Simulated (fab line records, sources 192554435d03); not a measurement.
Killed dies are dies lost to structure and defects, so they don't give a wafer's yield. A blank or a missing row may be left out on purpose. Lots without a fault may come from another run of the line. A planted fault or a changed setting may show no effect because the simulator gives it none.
fab line records | flow n5_finfet
record lots=6 wafers=18 last_day=17
route steps=1938 shown BEOL_M0_CUTY@701 BEOL_M0@715 BEOL_M4@1111
lots that met no fault: from a run of the same line without faults
start_h: hours from the record's first day to the start of the lot's first wafer shown | wait_h: hours since the lot's step before | " the same as in the row above | L1.1+2: a row that stands for several wafers | - no value, or no start given | * or withheld: withheld | < > ~ a bound
route shown NAME@n: a module of which the file shows steps, and the number in the route of the first | usual: mean/standard deviation of fault-free wafers | same: alike in all rows | chamber/n: place in a boat | sites: the reading at each site | _std_site: their standard deviation | _edge_site: outer sites' mean less inner sites' | radius_mm: how far each site lies from the wafer's centre | mask NAME#n: copy n | behind: the tool/chamber that last shaped the wafer | hold: why the lot was held/for how many hours/how that ended | device: the transistor (n, p or np) that didn't switch | end of line: the same wafers' tests at the end of the route | a step without rows: its recipe alone | killed: dies lost to structure and defects at the first sort, not the wafer's yield | map: a wafer's dies, x killed, . not, _ none there
set.NAME: the setting as run; set.NAME@STEP: as run at that earlier step | model.NAME: the simulator's own value behind a step, which no gauge read
lots at some steps of the route; a table a step, a row a wafer
services: from which hour (start_h, from the record's first day; less than 0 if before it) a tool's chamber was out of use, for how many hours, and why
## steps
# step N5_BEOL_M0_CUTY_COAT_50
# recipe resist=SiARC temp_c=220 time_s=60 spin_rpm=1500 resist_thk_nm=15
# step N5_BEOL_M0_CUTY_COAT_51
# recipe resist=CAR-ArF-block spin_rpm=1500 resist_thk_nm=150
# step N5_BEOL_M0_CUTY_EBR_52
# recipe solvent=PGMEA ebr_width_mm=1.5
# step N5_BEOL_M0_CUTY_SOFTBAKE_53
# recipe temp_c=110 time_s=60 resist=CAR-ArF-block
# step N5_BEOL_M0_CUTY_EXPOSE_54
# recipe mask_id=M0_ABLK na=1.35 source_shape=conventional sigma_outer=0.8 polarization=unpolarized dose_mj=36
# step N5_BEOL_M0_CUTY_PEB_55
# recipe peb_temp_c=110 peb_time_s=60 resist=CAR-ArF-block
# step N5_BEOL_M0_CUTY_DEVELOP_56
# recipe develop_time_s=30 developer=TMAH resist=CAR-ArF-block rinse_liquid=diw dry=air_spin dev_temp_c=23
# step N5_BEOL_M0_CUTY_CD_MEAS_57
# recipe target_cd_nm=200 landing_energy_ev=500 detector=se_inlens polarity=line
# usual cd_nm=200.1/1.1
# columns lot.wafer tool chamber start_h wait_h cd_nm
L266.2 cd_sem-03 0 116.86 - 200.3
L266.3 " 0 " " 201.4
L266.5 " 0 " " 199.0
L276.1 cd_sem-02 0 175.14 - 200.6
L276.2 " 0 " " 200.4
L276.4 " 0 " " 200.9
L281.1 cd_sem-01 0 207.22 - 198.9
L281.2 " 0 " " 198.1
L281.3 " 0 " " 198.3
L280.1 cd_sem-02 0 212.25 - 201.4
L280.3 " 0 " " 201.9
L280.4 " 0 " " 200.4
L282.2 cd_sem-01 0 214.01 - 201.0
L282.4 " 0 " " 201.6
L282.6 " 0 " " 201.6
L283.4 cd_sem-02 0 221.52 - 199.6
L283.5 " 0 " " 200.3
L283.6 " 0 " " 198.7
# step N5_BEOL_M0_CUTY_OVL_MEAS_58
# recipe points_per_wafer=44
# usual M0_ABLK_OVL=-0.3/0.64
# columns lot.wafer tool chamber start_h wait_h M0_ABLK_OVL[nm]
L266.2 overlay-02 0 116.89 0.0 -1.0
L266.3 " 0 " " -0.3
L266.5 " 0 " " -0.6
L276.1 overlay-02 0 175.17 0.0 0.0
L276.2 " 0 " " 0.9
L276.4 " 0 " " 0.3
L281.1 overlay-01 0 207.25 0.0 -0.8
L281.2 " 0 " " 0.2
L281.3 " 0 " " -1.2
L280.1 overlay-02 0 212.28 0.0 -0.5
L280.3 " 0 " " 0.5
L280.4 " 0 " " -0.5
L282.2 overlay-02 0 214.06 0.0 0.3
L282.4 " 0 " " -0.2
L282.6 " 0 " " 0.4
L283.4 overlay-01 0 221.54 0.0 -0.2
L283.5 " 0 " " 0.0
L283.6 " 0 " " -0.1
# step N5_BEOL_M0_CUTY_INSPECT_59
# recipe mode=adi inspect_instrument=macro
# usual raw_defect_count=2.2/1.4
# columns lot.wafer tool chamber start_h wait_h raw_defect_count
L266.2 defect_inspect-02 - 116.91 0.0 3
L266.3 " - " " 3
L266.5 " - " " 5
L276.1 defect_inspect-02 - 175.20 0.0 5
L276.2 " - " " 1
L276.4 " - " " 1
L281.1 defect_inspect-02 - 207.27 0.0 1
L281.2 " - " " 1
L281.3 " - " " 0
L280.1 defect_inspect-02 - 212.31 0.0 1
L280.3 " - " " 1
L280.4 " - " " 1
L282.2 defect_inspect-01 - 214.08 0.0 1
L282.4 " - " " 5
L282.6 " - " " 3
L283.4 defect_inspect-02 - 221.57 0.0 2
L283.5 " - " " 3
L283.6 " - " " 4
# step N5_BEOL_M0_CUTY_DESCUM_61
# recipe chemistry=O2 time_s=7.9 source_power_w=50 bias_power_w=20 pressure_mtorr=20 rf_frequency_hz=2.712e+07 temp_c=40 resist=CAR-ArF-block o2_flow_sccm=225
# usual drypump_motor_current_A=6.0/0.56 oes_product_au=0.76/0.06 rf_vpp_V=243.2/1.2 showerhead_plenum_p_Torr=2.09/0.057 throttle_valve_pct=20.44/0.3
# columns lot.wafer tool chamber start_h wait_h drypump_motor_current_A oes_product_au rf_hours_counter_h rf_vpp_V showerhead_plenum_p_Torr throttle_valve_pct
L266.2 rie_diel-05 1 117.02 0.1 6.7 0.80 93 241.9 2.12 20.05
L266.3 " 2 " " 6.3 0.73 179 243.6 2.08 20.74
L266.5 " 2 " " 6.3 0.72 - 241.6 2.08 20.73
L276.1 rie_diel-02 3 175.27 0.1 5.7 0.71 202 243.2 2.09 20.76
L276.2 " 2 " " 6.1 0.78 109 243.2 2.10 20.40
L276.4 " 0 " " 5.7 0.79 146 244.1 2.09 20.49
L281.1 rie_diel-05 1 207.31 0.0 6.7 0.75 123 244.0 2.11 20.08
L281.2 " 3 " " 5.4 0.84 58 241.7 2.04 20.32
L281.3 " 2 " " 6.2 0.69 206 242.0 2.07 20.76
L280.1 rie_diel-05 0 212.34 0.0 6.4 0.80 107 242.6 2.09 20.31
L280.3 " 3 " " 5.4 0.84 60 243.0 2.04 20.32
L280.4 " 1 " " 6.7 0.75 124 243.5 2.11 20.09
L282.2 rie_diel-02 1 214.27 0.2 6.7 0.82 90 246.5 2.20 20.06
L282.4 " 2 " " 6.1 0.78 122 243.1 2.10 20.39
L282.6 " 3 " " 5.7 0.71 - 243.6 2.09 20.77
L283.4 rie_diel-02 0 221.60 0.0 5.7 0.77 162 243.3 2.09 20.51
L283.5 " 2 " " 6.1 0.77 - 242.4 2.10 20.41
L283.6 " 1 " " 6.7 0.81 - 244.4 2.19 20.07
# step N5_BEOL_M0_CUTY_ETCH_62
# recipe chemistry=CF4 target=SiARC mask_material=CAR-ArF-block time_s=58.5 ion_energy_ev=80 pressure_mtorr=40 source_w=545 bias_w=36 Ar_flow_sccm=100 cf4_flow_sccm=100 ends=cleared
# usual cf4_flow_sccm=100.00/0.27 drypump_motor_current_A=6.0/0.56 etch_rf_on_time_s=59.3/1.6 oes_product_au=0.65/0.049 rf_vpp_V=184.0/0.98 showerhead_plenum_p_Torr=2.14/0.06 throttle_valve_pct=15.63/0.27
# columns lot.wafer tool chamber start_h wait_h cf4_flow_sccm drypump_motor_current_A etch_rf_on_time_s oes_product_au rf_hours_counter_h rf_vpp_V showerhead_plenum_p_Torr throttle_valve_pct
L266.2 rie_diel-05 1 117.05 0.0 99.52 6.7 60.0 0.67 93 185.5 2.16 15.24
L266.3 " 2 " " 100.09 6.2 59.4 0.62 179 184.0 2.15 15.93
L266.5 " 2 " " 100.26 6.2 59.3 0.62 - 184.8 2.14 15.94
L276.1 rie_diel-02 3 175.30 0.0 99.33 5.7 58.0 0.62 202 183.5 2.13 15.84
L276.2 " 2 " " 99.81 6.1 60.1 0.66 109 183.5 2.15 15.58
L276.4 " 0 " " 100.15 5.7 57.9 0.67 146 184.3 2.14 15.66
L281.1 rie_diel-05 1 207.34 0.0 99.94 6.7 61.2 0.64 123 182.4 2.15 15.28
L281.2 " 3 " " 100.24 5.4 60.2 0.71 58 183.9 2.09 15.42
L281.3 " 2 " " 100.19 6.2 60.5 0.60 206 184.2 2.14 16.00
L280.1 rie_diel-05 0 212.38 0.0 100.22 6.5 56.8 0.70 107 183.3 2.17 15.63
L280.3 " 3 " " 99.97 5.5 60.0 0.71 60 182.6 2.09 15.42
L280.4 " 1 " " 99.78 6.6 61.8 0.64 124 184.6 2.15 15.29
L282.2 rie_diel-02 1 214.30 0.0 100.54 6.7 58.0 0.69 90 185.0 2.26 15.37
L282.4 " 2 " " 99.88 6.1 59.7 0.65 122 184.5 2.15 15.63
L282.6 " 3 " " 99.96 5.7 57.6 0.61 - 184.4 2.13 15.86
L283.4 rie_diel-02 0 221.63 0.0 99.69 5.7 57.8 0.66 162 184.7 2.13 15.68
L283.5 " 2 " " 99.59 6.1 60.2 0.65 - 184.1 2.15 15.62
L283.6 " 1 " " 99.51 6.8 58.4 0.68 - 184.9 2.26 15.37
# step N5_BEOL_M0_CUTY_ETCH_63
# recipe chemistry=N2/H2 target=SOC target_depth_a=827 overetch_a=165 mask_material=SiARC temp_c=40 ion_energy_ev=200 time_s=124 pressure_mtorr=30 source_w=840 bias_w=150 n2_flow_sccm=200 h2_flow_sccm=200
# usual drypump_motor_current_A=6.0/0.56 n2_flow_sccm=200.0/0.6 oes_product_au=0.63/0.045 rf_vpp_V=523.7/2.2 showerhead_plenum_p_Torr=2.54/0.07 throttle_valve_pct=17.8/0.32
# columns lot.wafer tool chamber start_h wait_h drypump_motor_current_A n2_flow_sccm oes_product_au rf_hours_counter_h rf_vpp_V showerhead_plenum_p_Torr throttle_valve_pct model.SiO2_of_BEOL_M0_SAQP_SPACER2_ALD_26.thk_nm model.SiO2_of_BEOL_M0_SAQP_ALD_48.thk_nm
L266.2 rie_diel-05 1 117.10 0.0 6.7 199.9 0.65 93 526.1 2.56 17.4 7.2 12
L266.3 " 2 " " 6.2 199.9 0.61 179 524.1 2.54 18.3 7.2 12.2
L266.5 " 2 " " 6.3 200.2 0.60 - 523.2 2.54 18.3 7 12
L276.1 rie_diel-02 3 175.35 0.0 5.7 201.4 0.58 202 522.7 2.50 17.9 7 12
L276.2 " 2 " " 6.1 200.3 0.64 109 524.1 2.57 17.8 7.2 12.2
L276.4 " 0 " " 5.7 200.2 0.64 146 524.2 2.53 17.7 7 12.4
L281.1 rie_diel-05 1 207.39 0.0 6.7 199.9 0.63 123 525.0 2.55 17.5 5.2 11.8
L281.2 " 3 " " 5.4 200.3 0.69 58 522.2 2.48 17.7 7.2 12.6
L281.3 " 2 " " 6.3 200.1 0.59 206 523.9 2.53 18.3 7.2 12
L280.1 rie_diel-05 0 212.42 0.0 6.4 200.1 0.66 107 524.7 2.56 17.8 4.8 11.6
L280.3 " 3 " " 5.4 199.2 0.69 60 521.8 2.48 17.7 7 12.2
L280.4 " 1 " " 6.7 200.1 0.64 124 523.9 2.55 17.4 5 11.8
L282.2 rie_diel-02 1 214.35 0.0 6.7 200.1 0.66 91 526.3 2.67 17.4 7.2 12
L282.4 " 2 " " 6.1 201.3 0.63 122 523.4 2.56 17.9 7.2 11.8
L282.6 " 3 " " 5.7 199.4 0.58 - 523.3 2.50 17.9 7.2 12
L283.4 rie_diel-02 0 221.68 0.0 5.7 200.2 0.63 162 524.6 2.52 17.7 7 11.8
L283.5 " 2 " " 6.1 200.4 0.63 - 523.7 2.56 17.9 7.2 12
L283.6 " 1 " " 6.7 199.6 0.66 - 526.4 2.66 17.4 7.2 12.2
# step N5_BEOL_M0_CUTY_STRIP_64
# recipe chemistry=N2/H2 temp_c=40 n2_flow_sccm=200 h2_flow_sccm=200 rf_frequency_hz=6e+07
# step N5_BEOL_M0_ETCH_138
# recipe chemistry=CH3F/O2 target_depth_a=120 target=SiCN time_s=31.6 ion_energy_ev=120 pressure_mtorr=30 source_w=395 bias_w=75 Ar_flow_sccm=150 CH3F_flow_sccm=30 O2_flow_sccm=20 ends=cleared
# usual drypump_motor_current_A=6.0/0.55 etch_rf_on_time_s=29.6/0.94 oes_product_au=0.65/0.049 rf_vpp_V=297.4/1.5 showerhead_plenum_p_Torr=2.00/0.06 throttle_valve_pct=16.38/0.26
# columns lot.wafer tool chamber start_h wait_h drypump_motor_current_A etch_rf_on_time_s oes_product_au rf_hours_counter_h rf_vpp_V showerhead_plenum_p_Torr throttle_valve_pct
L266.2 rie_diel-05 1 117.22 0.0 6.7 28.7 0.67 93 297.4 2.04 16.03
L266.3 " 2 " " 6.2 29.0 0.62 179 297.8 2.01 16.67
L266.5 " 2 " " 6.2 30.2 0.61 - 296.0 2.00 16.66
L276.1 rie_diel-02 3 175.47 0.0 5.7 28.4 0.62 202 297.5 2.00 16.57
L276.2 " 2 " " 6.1 29.5 0.67 109 297.0 2.01 16.27
L276.4 " 0 " " 5.7 30.2 0.67 146 297.6 2.00 16.41
L281.1 rie_diel-05 1 207.51 0.0 6.7 30.9 0.65 123 298.5 2.03 16.08
L281.2 " 3 " " 5.5 29.5 0.72 58 296.1 1.96 16.21
L281.3 " 2 " " 6.2 29.7 0.60 207 295.7 2.00 16.72
L280.1 rie_diel-05 0 212.55 0.0 6.4 29.3 0.69 107 297.5 2.03 16.36
L280.3 " 3 " " 5.5 29.4 0.71 60 296.3 1.96 16.21
L280.4 " 1 " " 6.7 31.7 0.65 124 297.8 2.03 16.06
L282.2 rie_diel-02 1 214.47 0.0 6.7 29.0 0.69 91 300.3 2.12 16.10
L282.4 " 2 " " 6.1 29.5 0.65 122 296.0 2.00 16.29
L282.6 " 3 " " 5.7 29.5 0.61 - 296.7 1.99 16.59
L283.4 rie_diel-02 0 221.80 0.0 5.7 28.8 0.66 162 296.8 2.00 16.43
L283.5 " 2 " " 6.1 29.1 0.65 - 297.2 2.00 16.30
L283.6 " 1 " " 6.7 28.8 0.70 - 300.1 2.11 16.10
# step N5_BEOL_M0_HM_OPEN_105
# recipe chemistry=Cl2/BCl3 target_depth_a=120 target=TiN ion_energy_ev=150 pressure_mtorr=10 icp_w=1000 bias_w=126 Cl2_flow_sccm=53.25 bcl3_flow_sccm=21.75 Ar_flow_sccm=25
# usual drypump_motor_current_A=5.6/0.58 oes_product_au=0.80/0.11 throttle_valve_pct=21.88/0.15
# columns lot.wafer tool chamber start_h wait_h drypump_motor_current_A oes_product_au rf_hours_counter_h throttle_valve_pct model.SiO2_of_BEOL_M0_SAQP_SPACER2_ALD_26.thk_nm
L266.2 rie_metal-02 0 120.02 2.8 5.3 0.65 110 22.02 2.8
L266.3 " 0 " " 5.3 0.65 - 22.04 2.8
L266.5 " 0 " " 5.3 0.65 - 22.04 2.6
L276.1 rie_metal-01 1 175.57 0.1 5.9 0.89 6 21.73 2.6
L276.2 " 0 " " 4.6 0.95 8 21.71 2.6
L276.4 " 0 " " 4.6 0.95 - 21.72 2.4
L281.1 rie_metal-01 0 207.65 0.1 4.6 0.94 10 21.71 1.4
L281.2 " 1 " " 5.9 0.89 8 21.73 2.8
L281.3 " 1 " " 5.9 0.89 - 21.73 2.8
L280.1 rie_metal-01 1 213.71 1.1 5.9 0.89 8 21.73 1.4
L280.3 " 1 " " 5.9 0.89 - 21.70 2.6
L280.4 " 0 " " 4.7 0.94 - 21.70 1.4
L282.2 rie_metal-02 1 219.16 4.6 6.1 0.73 76 22.07 2.6
L282.4 " 1 " " 6.1 0.72 - 22.06 2.8
L282.6 " 0 " " 5.3 0.64 - 22.05 2.8
L283.4 rie_metal-02 0 223.01 1.2 5.3 0.63 - 22.08 2.6
L283.5 " 0 " " 5.3 0.63 - 22.07 2.8
L283.6 " 1 " " 6.0 0.72 - 22.04 2.8
# step N5_BEOL_M0_STRIP_140
# recipe chemistry=CF4 resist=SiARC power_w=300 bias_power_w=75 pressure_mtorr=50 cf4_flow_sccm=150 rf_frequency_hz=6e+07
# usual cf4_flow_sccm=150.1/0.41 drypump_motor_current_A=5.8/0.57 oes_product_au=0.75/0.051 rf_vpp_V=271.0/1.5 showerhead_plenum_p_Torr=1.78/0.052 throttle_valve_pct=13.60/0.28
# columns lot.wafer tool chamber start_h wait_h cf4_flow_sccm drypump_motor_current_A oes_product_au rf_hours_counter_h rf_vpp_V showerhead_plenum_p_Torr throttle_valve_pct
L266.2 rie_diel-05 1 120.20 0.1 150.5 6.7 0.78 94 270.3 1.80 13.16
L266.3 " 0 " " 150.1 6.4 0.82 84 271.1 1.82 13.53
L266.5 " 0 " " 150.6 6.4 0.82 - 271.8 1.81 13.54
L276.1 rie_diel-05 1 175.74 0.1 149.8 6.7 0.77 112 270.9 1.79 13.21
L276.2 " 3 " " 150.2 5.4 0.84 47 269.9 1.74 13.28
L276.4 " 3 " " 149.9 5.5 0.84 - 272.9 1.74 13.30
L281.1 rie_diel-05 0 207.92 0.2 150.2 6.4 0.78 106 273.2 1.81 13.58
L281.2 " 1 " " 150.7 6.7 0.76 123 271.4 1.79 13.23
L281.3 " 3 " " 150.9 5.5 0.82 59 271.5 1.74 13.34
L280.1 rie_diel-06 2 213.93 0.2 150.4 4.9 0.67 221 273.4 1.84 14.02
L280.3 " 1 " " 150.6 5.4 0.70 200 269.0 1.71 14.02
L280.4 " 0 " " 149.8 5.8 0.69 226 268.4 1.69 13.89
L282.2 rie_diel-05 3 219.33 0.1 150.0 5.5 0.82 62 269.6 1.74 13.34
L282.4 " 1 " " 150.8 6.7 0.76 127 271.6 1.79 13.25
L282.6 " 3 " " 150.1 5.5 0.82 - 270.3 1.74 13.34
L283.4 rie_diel-02 3 223.13 0.1 149.4 5.7 0.69 218 273.6 1.78 13.82
L283.5 " 1 " " 149.9 6.8 0.79 - 274.4 1.88 13.36
L283.6 " 0 " " 149.2 5.7 0.76 - 271.0 1.78 13.68
# step N5_BEOL_M4_RC_MEAS_101
# usual DIBL_N=36.3/2 DIBL_P=36.3/2.4 IOFF_N=0.16/0.034 IOFF_P=0.21/0.035 ION_N=672/12 ION_P=459/6.5 SS_N=71.6/0.67 SS_P=73.3/0.71 VT_N=250/3.5 VT_P=-251/3
# columns lot.wafer tool chamber start_h wait_h DIBL_N[mV/V] DIBL_P[mV/V] IOFF_N[nA/um] IOFF_P[nA/um] ION_N[uA/um] ION_P[uA/um] SS_N[mV/dec] SS_P[mV/dec] VT_N[mV] VT_P[mV]
L266.2 prober-02 0 168.59 0.2 39.1 37.4 0.18 0.24 670 462 72.4 72.9 248 -247
L266.3 " 0 " " 35.9 33.7 0.13 0.18 685 467 70.7 73.0 252 -249
L266.5 " 0 " " 34.6 32.9 0.11 0.17 648 453 70.7 72.7 255 -252
L276.1 prober-02 0 261.12 0.0 36.8 37.9 0.16 0.23 665 462 71.9 73.1 254 -246
L276.2 " 0 " " 36.4 36.9 0.15 0.20 659 451 71.3 73.2 254 -251
L276.4 " 0 " " 36.8 37.4 0.17 0.22 671 465 71.1 74.2 249 -248
L281.1 prober-01 0 286.38 0.0 35.8 36.9 0.16 0.23 665 459 71.2 72.6 248 -249
L281.2 " 0 " " 35.9 35.9 0.16 0.22 663 457 72.1 73.2 247 -246
L281.3 " 0 " " 37.4 37.9 0.19 0.26 681 467 72.0 73.2 247 -247
L280.1 prober-01 0 288.20 0.0 39.1 37.0 0.20 0.22 677 455 71.3 74.1 246 -250
L280.3 " 0 " " 37.6 37.0 0.17 0.23 691 475 71.6 73.3 250 -248
L280.4 " 0 " " 36.3 34.6 0.13 0.18 668 454 71.3 72.6 252 -253
L283.4 prober-02 0 293.75 0.5 39.2 39.7 0.19 0.25 688 469 72.0 74.3 246 -248
L283.5 " 0 " " 39.5 39.5 0.21 0.25 688 467 72.1 73.6 247 -248
L283.6 " 0 " " 38.6 39.2 0.18 0.24 676 461 71.6 73.6 247 -246
L282.2 prober-02 0 303.11 0.2 36.4 37.4 0.15 0.21 669 465 71.6 72.7 252 -247
L282.4 " 0 " " 33.7 33.8 0.12 0.17 669 471 70.9 71.8 252 -251
L282.6 " 0 " " 36.4 36.4 0.15 0.20 660 458 71.6 73.0 250 -249
## services
# columns tool chamber start_h hours kind
rie_metal-01 0 96.01 12.8 repair
rie_diel-02 1 96.54 4.5 repair
rie_metal-02 - 97.60 0.3 repair
rie_diel-05 3 102.56 2.6 repair
rie_diel-06 2 122.85 3.9 repair
rie_diel-06 0 138.95 18.3 repair
rie_diel-05 - 146.10 14.6 pm
rie_diel-05 0 161.45 14.5 repair
rie_diel-05 2 176.47 4.3 repair
rie_metal-02 - 192.83 2.7 repair
rie_metal-02 - 206.77 2.8 pm
rie_diel-02 - 212.23 1.0 repair
## key
first_sign none at tools or gauges
model_effect step=N5_BEOL_M0_CUTY_ETCH_63 value=SiO2_of_BEOL_M0_SAQP_SPACER2_ALD_26.thk_nm without=7.133 struck=5
model_effect step=N5_BEOL_M0_HM_OPEN_105 value=SiO2_of_BEOL_M0_SAQP_SPACER2_ALD_26.thk_nm without=2.533 struck=1.4
met_at N5_BEOL_M0_CUTY_ETCH_63
struck_wafers L280.1,L280.4,L281.1
onset_between 117.10 207.39
fault kind=process_parameter_drift tool=rie_diel-05 chamber=- onset_h=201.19 steps=N5_BEOL_M0_CUTY_ETCH_63 channel=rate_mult offset=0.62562 shape=step end_h=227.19 scope=struck_wafers_only
